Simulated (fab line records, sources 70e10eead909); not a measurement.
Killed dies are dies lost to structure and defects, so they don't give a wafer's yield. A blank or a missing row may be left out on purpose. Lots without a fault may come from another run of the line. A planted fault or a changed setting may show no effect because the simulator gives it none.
fab line records | flow nand_harc | part 1 of 2: steps 1 to 4 of 6
record lots=19 wafers=57 last_day=33
route steps=1302 shown P_ZERO_WELL@61 P_STI@88 P_GATE@172 P_CONTACT@235 P_M0@268
lots that met no fault: from a run of the same line without faults
start_h: hours from the record's first day to the start of the lot's first wafer shown | wait_h: hours since the lot's step before | " the same as in the row above | L1.1+2: a row that stands for several wafers | - no value, or no start given | * or withheld: withheld | < > ~ a bound
route shown NAME@n: a module of which the file shows steps, and the number in the route of the first | usual: mean/standard deviation of fault-free wafers | same: alike in all rows | chamber/n: place in a boat | sites: the reading at each site | _std_site: their standard deviation | _edge_site: outer sites' mean less inner sites' | radius_mm: how far each site lies from the wafer's centre | mask NAME#n: copy n | behind: the tool/chamber that last shaped the wafer | hold: why the lot was held/for how many hours/how that ended | device: the transistor (n, p or np) that didn't switch | end of line: the same wafers' tests at the end of the route | a step without rows: its recipe alone | killed: dies lost to structure and defects at the first sort, not the wafer's yield | map: a wafer's dies, x killed, . not, _ none there
set.NAME: the setting as run; set.NAME@STEP: as run at that earlier step | model.NAME: the simulator's own value behind a step, which no gauge read
steps of the route over a sample of lots; a table a step, a row a wafer
services: from which hour (start_h, from the record's first day; less than 0 if before it) a tool's chamber was out of use, for how many hours, and why
## steps
# step NHARC_P_ZERO_WELL_DESCUM_54
# recipe time_s=3 o2_flow_sccm=200 ar_flow_sccm=0 bias_power_w=0 chemistry=O2
# usual chamber_pressure_mTorr=60.00/0.054 drypump_motor_current_A=5.7/0.41 oes_product_au=0.998/0.0086 rf_vpp_V=57.6/0.78 showerhead_plenum_p_Torr=1.91/0.084 throttle_valve_pct=11.311/0.009
# same bias_power_w=0
# columns lot.wafer tool chamber start_h wait_h chamber_pressure_mTorr drypump_motor_current_A oes_product_au rf_hours_counter_h rf_vpp_V showerhead_plenum_p_Torr throttle_valve_pct
L074.4 rie_diel-01 3 26.08 - 60.02 6.5 1.003 52 56.4 1.85 11.306
L074.1 " 1 " " 60.05 5.2 1.008 52 56.9 1.83 11.321
L074.2 " 2 " " 60.03 5.5 1.013 56 59.1 2.00 11.313
L075.3 rie_diel-01 2 36.50 - 59.94 5.5 0.987 0 57.7 2.00 11.305
L075.1 " 0 " " 59.98 5.8 0.998 0 56.6 1.82 11.309
L075.6 " 2 " " 59.99 5.5 0.988 - 56.0 2.00 11.293
L077.4 rie_diel-04 1 55.92 - 59.88 5.8 0.998 20 57.3 1.99 11.314
L077.6 " 1 " " 59.99 5.8 0.986 - 56.3 1.99 11.307
L077.5 " 2 " " 59.95 5.4 1.004 - 57.2 1.98 11.295
L079.4 rie_diel-01 1 75.98 - 59.95 5.3 0.994 14 57.0 1.82 11.335
L079.1 " 3 " " 60.04 6.6 0.996 12 57.5 1.85 11.296
L079.6 " 2 " " 59.91 5.5 0.996 - 58.7 1.99 11.303
L082.4 rie_diel-04 2 105.92 - 59.94 5.4 0.988 37 57.8 1.97 11.289
L082.3 " 1 " " 60.05 5.8 0.980 35 57.6 1.99 11.314
L082.5 " 3 " " 59.97 6.3 1.002 - 56.5 1.78 11.318
L083.4 rie_diel-01 3 115.77 - 60.00 6.6 0.998 23 56.5 1.84 11.311
L083.3 " 0 " " 60.00 5.8 1.003 26 57.1 1.81 11.327
L083.6 " 3 " " 59.88 6.6 1.000 - 57.7 1.84 11.304
L084.1 rie_diel-09 2 125.92 - 60.04 5.6 0.998 48 57.2 1.87 11.306
L084.5 " 2 " " 60.02 5.6 1.003 - 57.4 1.87 11.309
L084.6 " 3 " " 60.01 5.3 1.010 - 56.9 2.02 11.303
L086.2 rie_diel-04 0 146.38 - 60.16 5.4 0.998 51 58.7 1.90 11.324
L086.6 " 0 " " 60.00 5.4 0.991 - 59.0 1.90 11.319
L086.5 " 1 " " 59.97 5.8 0.993 - 57.2 1.98 11.304
L087.1 rie_diel-04 2 155.96 - 59.92 5.4 0.987 52 57.8 1.97 11.319
L087.2 " 0 " " 60.04 5.4 0.969 54 57.8 1.90 11.300
L087.6 " 2 " " 59.96 5.4 0.993 - 57.7 1.97 11.313
L088.1 rie_diel-09 1 166.14 - 60.03 5.4 0.994 5 59.1 2.02 11.312
L088.4 " 3 " " 59.85 5.3 1.003 4 57.9 2.02 11.320
L088.5 " 1 " " 60.07 5.4 1.002 - 59.2 2.02 11.304
L089.1 rie_diel-01 3 175.90 - 60.02 6.6 1.005 47 57.6 1.84 11.312
L089.2 " 0 " " 59.94 5.8 0.992 47 57.7 1.80 11.305
L089.6 " 2 " " 60.00 5.5 0.988 - 57.5 1.98 11.326
L090.4 rie_diel-01 0 185.98 - 59.99 5.8 1.016 52 57.0 1.80 11.303
L090.1 " 1 " " 60.06 5.2 1.010 57 58.3 1.81 11.309
L090.6 " 0 " " 59.97 5.8 1.009 - 58.0 1.80 11.321
L091.1 rie_diel-09 2 195.83 - 60.05 5.6 1.015 12 57.0 1.86 11.294
L091.2 " 3 " " 60.00 5.3 1.008 12 58.3 2.01 11.320
L091.4 " 1 " " 60.05 5.4 1.012 11 58.9 2.02 11.314
L092.2 rie_diel-04 2 205.77 - 60.05 5.4 0.980 3 56.7 1.96 11.308
L092.4 " 0 " " 59.99 5.4 1.000 4 57.6 1.90 11.312
L092.6 " 3 " " 60.04 6.3 0.993 - 58.0 1.78 11.299
L093.1 rie_diel-04 3 216.62 - 59.98 6.3 0.999 7 57.3 1.78 11.312
L093.2 " 0 " " 59.91 5.4 0.996 8 58.0 1.90 11.305
L093.5 " 0 " " 59.95 5.4 1.001 - 58.3 1.90 11.309
L094.4 rie_diel-01 1 225.85 - 59.90 5.2 0.984 3 57.6 1.81 11.314
L094.1 " 2 " " 59.98 5.5 0.990 3 58.3 1.97 11.294
L094.5 " 0 " " 59.95 5.8 0.990 - 58.0 1.80 11.306
L095.4 rie_diel-01 1 235.94 - 60.02 5.1 0.991 5 56.8 1.81 11.322
L095.2 " 2 " " 60.10 5.5 0.990 6 57.7 1.97 11.301
L095.5 " 2 " " 60.07 5.5 1.004 - 57.1 1.97 11.317
L096.4 rie_diel-09 0 245.80 - 60.07 5.2 0.993 29 57.3 1.90 11.329
L096.2 " 1 " " 60.00 5.4 1.007 30 57.9 2.01 11.332
L096.6 " 1 " " 60.04 5.4 0.990 - 57.3 2.01 11.308
L097.4 rie_diel-04 0 255.97 - 59.97 5.4 0.998 19 57.2 1.89 11.302
L097.2 " 1 " " 59.97 5.8 1.001 21 58.3 1.97 11.312
L097.6 " 3 " " 60.00 6.3 0.990 - 58.2 1.77 11.301
# step NHARC_P_STI_ETCH_42
# recipe target_depth_a=800 overetch_a=240 time_s=61 ion_energy_ev=200 n2_flow_sccm=150 h2_flow_sccm=150 ar_flow_sccm=0 rf_w=400 bias_w=150 chemistry=N2/H2
# usual chamber_pressure_mTorr=29.997/0.028 drypump_motor_current_A=5.6/0.42 oes_product_au=0.999/0.0071 rf_vpp_V=430.3/2.3 showerhead_plenum_p_Torr=2.03/0.079 throttle_valve_pct=14.173/0.0085
# columns lot.wafer tool chamber start_h wait_h chamber_pressure_mTorr drypump_motor_current_A oes_product_au rf_hours_counter_h rf_vpp_V showerhead_plenum_p_Torr throttle_valve_pct
L074.4 rie_diel-12 1 43.26 0.1 30.008 5.7 1.008 4.8 431.8 2.08 14.183
L074.1 " 2 " " 30.027 5.2 0.991 6.2 429.4 1.97 14.175
L074.2 " 3 " " 30.007 6.5 1.000 5.9 430.1 2.03 14.170
L075.3 rie_diel-12 1 55.62 0.1 29.986 5.7 1.003 5.1 430.2 2.08 14.171
L075.1 " 3 " " 29.983 6.4 0.989 6.2 431.0 2.03 14.195
L075.6 " 1 " " 30.022 5.7 1.002 - 431.6 2.08 14.180
L077.4 rie_diel-08 1 75.61 0.1 29.994 5.9 0.990 3.6 427.2 1.93 14.162
L077.6 " 2 " " 30.000 5.7 0.998 - 430.2 1.98 14.176
L077.5 " 3 " " 30.020 5.5 0.997 - 429.9 2.01 14.178
L079.1 rie_diel-08 2 95.42 0.1 29.987 5.7 1.002 5.2 426.6 1.98 14.183
L079.4 " 3 " " 29.957 5.5 1.009 5.0 429.2 2.01 14.167
L079.6 " 0 " " 30.008 5.2 0.990 - 433.8 2.17 14.188
L082.3 rie_diel-05 0 125.66 0.1 29.950 5.3 1.013 3.8 434.2 2.15 14.182
L082.5 " 3 " " 29.986 6.2 0.999 - 428.8 2.05 14.169
L082.4 " 1 " " 29.965 5.1 0.999 - 431.7 2.13 14.176
L083.3 rie_diel-12 3 134.28 0.1 29.986 6.5 0.984 1.7 431.5 2.03 14.172
L083.4 " 0 " " 29.968 5.4 0.993 2.1 429.7 2.04 14.174
L083.6 " 1 " " 29.993 5.7 1.000 - 430.0 2.08 14.175
L084.1 rie_diel-12 3 144.86 0.1 29.974 6.4 0.998 2.3 428.8 2.03 14.168
L084.5 " 3 " " 30.040 6.5 0.992 - 431.4 2.03 14.175
L084.6 " 0 " " 29.982 5.4 0.998 - 430.7 2.04 14.166
L086.2 rie_diel-05 1 165.28 0.1 29.999 5.2 0.997 6.4 433.0 2.12 14.175
L086.6 " 1 " " 30.016 5.2 0.983 - 432.4 2.12 14.164
L086.5 " 2 " " 29.965 5.6 0.994 - 427.3 1.90 14.163
L087.1 rie_diel-08 1 174.01 0.1 29.988 5.9 1.000 11.0 427.3 1.93 14.178
L087.2 " 2 " " 29.988 5.7 0.996 11.6 429.7 1.97 14.166
L087.6 " 1 " " 30.048 5.9 0.994 - 427.2 1.93 14.161
L088.4 rie_diel-08 0 183.36 0.1 29.993 5.2 1.006 11.5 434.4 2.17 14.167
L088.1 " 1 " " 30.024 5.9 1.004 11.8 427.2 1.93 14.170
L088.5 " 3 " " 29.991 5.5 1.011 - 428.9 2.01 14.164
L089.1 rie_diel-12 3 192.44 0.1 30.005 6.5 0.999 3.7 430.7 2.03 14.177
L089.2 " 1 " " 29.961 5.7 0.997 4.0 429.7 2.08 14.184
L089.6 " 2 " " 30.063 5.2 0.987 - 428.8 1.97 14.169
L090.1 rie_diel-05 0 203.26 0.1 29.983 5.3 1.005 9.2 433.6 2.15 14.159
L090.4 " 1 " " 30.018 5.1 0.999 8.9 432.5 2.12 14.179
L090.6 " 2 " " 30.041 5.6 1.000 - 427.0 1.90 14.186
L091.1 rie_diel-05 0 214.03 0.1 30.019 5.3 1.008 9.8 433.9 2.15 14.172
L091.4 " 2 " " 30.028 5.6 0.989 7.1 427.2 1.90 14.178
L091.2 " 3 " " 29.984 6.3 1.003 9.1 431.3 2.05 14.182
L092.4 rie_diel-12 2 223.45 0.1 29.980 5.2 0.984 5.3 429.3 1.97 14.174
L092.2 " 3 " " 30.024 6.5 0.996 5.7 430.8 2.03 14.177
L092.6 " 3 " " 30.024 6.5 1.007 - 429.3 2.03 14.184
L093.1 rie_diel-12 2 234.54 0.1 30.018 5.2 1.004 6.1 428.3 1.97 14.170
L093.2 " 3 " " 30.041 6.4 0.992 6.6 430.5 2.03 14.168
L093.5 " 2 " " 30.005 5.2 1.003 - 429.8 1.97 14.186
L094.1 rie_diel-12 2 245.11 0.1 30.002 5.2 0.994 6.8 428.2 1.97 14.171
L094.4 " 1 " " 29.971 5.7 0.996 6.9 433.5 2.08 14.169
L094.5 " 2 " " 29.982 5.2 0.998 - 429.4 1.97 14.175
L095.2 rie_diel-08 2 254.58 0.1 30.012 5.7 1.011 4.8 429.7 1.97 14.179
L095.4 " 3 " " 30.005 5.5 1.006 4.6 429.4 2.00 14.188
L095.5 " 0 " " 29.990 5.2 0.999 - 433.7 2.17 14.178
L096.2 rie_diel-12 0 265.67 0.1 29.968 5.4 1.001 8.0 430.4 2.03 14.156
L096.4 " 1 " " 29.968 5.7 1.001 8.2 429.8 2.08 14.166
L096.6 " 0 " " 29.949 5.4 0.997 - 430.2 2.03 14.180
L097.2 rie_diel-05 3 274.41 0.1 29.994 6.2 0.987 1.4 431.9 2.05 14.179
L097.4 " 0 " " 30.008 5.3 0.992 1.3 433.9 2.15 14.169
L097.6 " 2 " " 29.992 5.6 0.983 - 425.8 1.90 14.163
# step NHARC_P_GATE_DESCUM_48
# recipe time_s=3 o2_flow_sccm=200 ar_flow_sccm=0 bias_power_w=0 chemistry=O2
# usual chamber_pressure_mTorr=60.00/0.054 drypump_motor_current_A=5.6/0.49 oes_product_au=1.002/0.0066 rf_vpp_V=57.9/0.91 showerhead_plenum_p_Torr=1.93/0.075 throttle_valve_pct=11.311/0.0073
# same bias_power_w=0
# columns lot.wafer tool chamber start_h wait_h chamber_pressure_mTorr drypump_motor_current_A oes_product_au rf_hours_counter_h rf_vpp_V showerhead_plenum_p_Torr throttle_valve_pct
L074.4 rie_diel-10 1 107.72 - 60.05 5.7 1.001 1.9 56.8 1.86 11.308
L074.2 " 2 " " 60.00 6.3 1.005 4.2 57.1 1.95 11.313
L074.1 " 3 " " 59.95 5.1 1.009 3.7 57.8 1.97 11.314
L075.3 rie_diel-03 2 119.26 - 59.95 5.2 0.993 0.2 58.9 1.95 11.308
L075.1 " 3 " " 59.94 5.0 1.001 0.2 58.5 1.90 11.314
L075.6 " 2 " " 60.03 5.2 1.007 - 56.8 1.95 11.311
L077.4 rie_diel-10 3 143.13 - 59.94 5.1 0.999 5.7 58.7 1.97 11.309
L077.6 " 3 " " 60.02 5.1 1.002 - 59.3 1.97 11.300
L077.5 " 0 " " 59.94 6.1 1.003 - 57.5 2.04 11.318
L079.4 rie_diel-11 1 159.27 - 59.90 4.9 0.994 3.9 58.0 1.91 11.312
L079.1 " 2 " " 59.97 6.0 0.995 3.1 58.0 1.94 11.315
L079.6 " 2 " " 59.87 6.0 1.001 - 60.4 1.94 11.307
L082.4 rie_diel-10 0 193.82 - 60.00 6.2 1.012 10.5 57.8 2.04 11.297
L082.3 " 2 " " 60.01 6.4 1.016 9.5 58.9 1.95 11.319
L082.5 " 0 " " 60.07 6.2 1.017 - 57.5 2.04 11.312
L083.4 rie_diel-11 2 199.92 - 60.01 5.9 1.001 4.0 58.1 1.94 11.318
L083.3 " 0 " " 60.04 5.1 0.993 5.5 55.6 1.84 11.316
L083.6 " 2 " " 60.00 5.9 0.996 - 58.3 1.93 11.314
L084.1 rie_diel-10 3 215.99 - 60.07 5.2 1.005 11.7 58.3 1.97 11.316
L084.5 " 3 " " 59.90 5.2 1.008 - 58.6 1.97 11.306
L084.6 " 0 " " 59.92 6.2 0.996 - 57.9 2.04 11.301
L086.2 rie_diel-03 2 226.44 - 59.94 5.2 0.999 6.5 57.8 1.94 11.310
L086.6 " 1 " " 60.05 6.1 0.996 - 56.9 2.01 11.302
L086.5 " 2 " " 60.01 5.2 0.997 - 57.0 1.94 11.307
L087.2 rie_diel-11 0 241.21 - 60.01 5.1 0.991 8.5 57.9 1.84 11.302
L087.1 " 1 " " 60.04 4.9 0.997 8.0 57.1 1.91 11.293
L087.6 " 2 " " 59.99 5.9 0.991 - 56.7 1.93 11.302
L089.2 rie_diel-10 0 257.23 - 60.00 6.2 1.016 0.9 58.2 2.03 11.324
L089.1 " 1 " " 59.95 5.6 1.003 1.3 56.9 1.85 11.316
L089.6 " 1 " " 60.02 5.6 1.005 - 57.5 1.85 11.305
L088.1 rie_diel-03 0 257.41 - 59.94 5.7 1.008 6.8 58.8 2.06 11.311
L088.4 " 2 " " 60.02 5.2 1.004 8.6 57.8 1.94 11.318
L088.5 " 0 " " 60.01 5.7 0.997 - 59.6 2.06 11.320
L090.1 rie_diel-10 3 266.72 - 60.00 5.1 1.002 1.8 58.0 1.97 11.310
L090.4 " 0 " " 59.98 6.2 1.005 1.6 59.0 2.03 11.306
L090.6 " 3 " " 59.99 5.1 1.001 - 58.4 1.97 11.307
L091.2 rie_diel-11 2 277.83 - 60.00 5.9 1.005 0.3 58.4 1.93 11.314
L091.1 " 3 " " 59.84 6.1 1.007 0.4 56.5 1.81 11.310
L091.4 " 1 " " 59.86 4.9 1.018 0.3 57.2 1.91 11.310
L092.4 rie_diel-11 0 286.19 - 59.98 5.1 0.988 0.5 56.8 1.84 11.319
L092.2 " 3 " " 60.01 6.1 1.007 0.5 57.6 1.81 11.305
L092.6 " 1 " " 59.97 4.9 1.003 - 58.1 1.91 11.305
L093.2 rie_diel-10 3 303.56 - 59.97 5.1 0.996 4.6 57.1 1.97 11.318
L093.1 " 0 " " 59.95 6.2 0.996 4.7 58.1 2.03 11.315
L093.5 " 3 " " 60.01 5.1 1.004 - 58.4 1.97 11.307
L094.4 rie_diel-03 1 308.37 - 60.00 6.1 1.010 1.4 58.6 2.01 11.317
L094.1 " 3 " " 60.03 5.0 1.000 1.5 57.7 1.89 11.321
L094.5 " 0 " " 59.98 5.7 0.997 - 58.6 2.06 11.305
L095.4 rie_diel-11 2 319.76 - 60.03 5.9 0.997 1.0 59.1 1.93 11.305
L095.2 " 3 " " 60.00 6.1 1.005 1.1 58.6 1.81 11.307
L095.5 " 1 " " 60.14 4.9 1.002 - 57.6 1.91 11.313
L096.4 rie_diel-11 0 331.80 - 60.08 5.1 1.003 1.4 57.8 1.84 11.320
L096.2 " 1 " " 60.05 4.9 1.006 1.2 58.4 1.91 11.299
L096.6 " 0 " " 60.00 5.1 1.004 - 58.6 1.84 11.308
L097.4 rie_diel-11 1 339.37 - 60.01 4.9 1.020 1.7 56.9 1.91 11.312
L097.2 " 3 " " 60.11 6.1 1.008 2.4 57.6 1.81 11.313
L097.6 " 0 " " 60.06 5.1 1.003 - 57.1 1.84 11.312
# step NHARC_P_GATE_RTA_64
# recipe temp_c=1050 time_s=1
# usual lamp_power_pct=33/5.3 lamp_zone_2_pct=33/5.3 wafer_temp_C_max=1054.7/1.1
# columns lot.wafer tool chamber start_h wait_h lamp_power_pct lamp_zone_2_pct wafer_temp_C_max
L074.1 rtp_anneal-01 0 112.83 - 38 38 1053.2
L074.2 " 0 " " 38 38 1053.7
L074.4 " 0 " " 38 38 1052.7
L075.1 rtp_anneal-01 0 124.34 - 38 38 1054.3
L075.3 " 0 " " 38 38 1054.1
L075.6 " 0 " " 38 38 1053.9
L077.4 rtp_anneal-01 0 148.48 - 38 38 1054.2
L077.5 " 0 " " 38 38 1054.2
L077.6 " 0 " " 38 38 1053.0
L079.1 rtp_anneal-01 0 164.38 - 38 38 1053.3
L079.4 " 0 " " 38 38 1053.8
L079.6 " 0 " " 38 38 1053.4
L082.3 rtp_anneal-02 0 198.88 - 28 28 1056.7
L082.4 " 0 " " 28 28 1055.1
L082.5 " 0 " " 28 28 1056.6
L083.3 rtp_anneal-02 0 205.07 - 28 28 1056.5
L083.4 " 0 " " 28 28 1055.8
L083.6 " 0 " " 28 28 1056.0
L084.1 rtp_anneal-02 0 220.99 - 28 28 1054.5
L084.5 " 0 " " 28 28 1054.8
L084.6 " 0 " " 28 28 1056.3
L086.2 rtp_anneal-02 0 231.61 - 28 28 1055.4
L086.5 " 0 " " 28 28 1054.2
L086.6 " 0 " " 28 28 1055.3
L087.1 rtp_anneal-01 0 246.09 - 38 38 1053.7
L087.2 " 0 " " 38 38 1052.9
L087.6 " 0 " " 38 38 1053.2
L089.1 rtp_anneal-01 0 262.22 - 38 38 1054.4
L089.2 " 0 " " 38 38 1053.7
L089.6 " 0 " " 38 38 1055.3
L088.1 rtp_anneal-02 0 262.71 - 28 28 1054.8
L088.4 " 0 " " 28 28 1055.5
L088.5 " 0 " " 28 28 1054.1
L090.1 rtp_anneal-01 0 271.83 - 38 38 1054.7
L090.4 " 0 " " 38 38 1054.7
L090.6 " 0 " " 38 38 1055.0
L091.1 rtp_anneal-01 0 282.86 - 38 38 1052.1
L091.2 " 0 " " 38 38 1053.6
L091.4 " 0 " " 38 38 1054.3
L092.2 rtp_anneal-02 0 291.08 - 28 28 1055.2
L092.4 " 0 " " 28 28 1058.0
L092.6 " 0 " " 28 28 1053.8
L093.1 rtp_anneal-02 0 308.58 - 28 28 1055.9
L093.2 " 0 " " 28 28 1054.0
L093.5 " 0 " " 28 28 1055.2
L094.1 rtp_anneal-02 0 313.51 - 28 28 1055.0
L094.4 " 0 " " 28 28 1055.3
L094.5 " 0 " " 28 28 1055.0
L095.2 rtp_anneal-01 0 324.75 - 38 38 1054.7
L095.4 " 0 " " 38 38 1053.2
L095.5 " 0 " " 38 38 1055.0
L096.2 rtp_anneal-02 0 336.86 - 28 28 1053.9
L096.4 " 0 " " 28 28 1054.3
L096.6 " 0 " " 28 28 1054.2
L097.2 rtp_anneal-02 0 344.58 - 28 28 1053.9
L097.4 " 0 " " 28 28 1055.5
L097.6 " 0 " " 28 28 1054.6
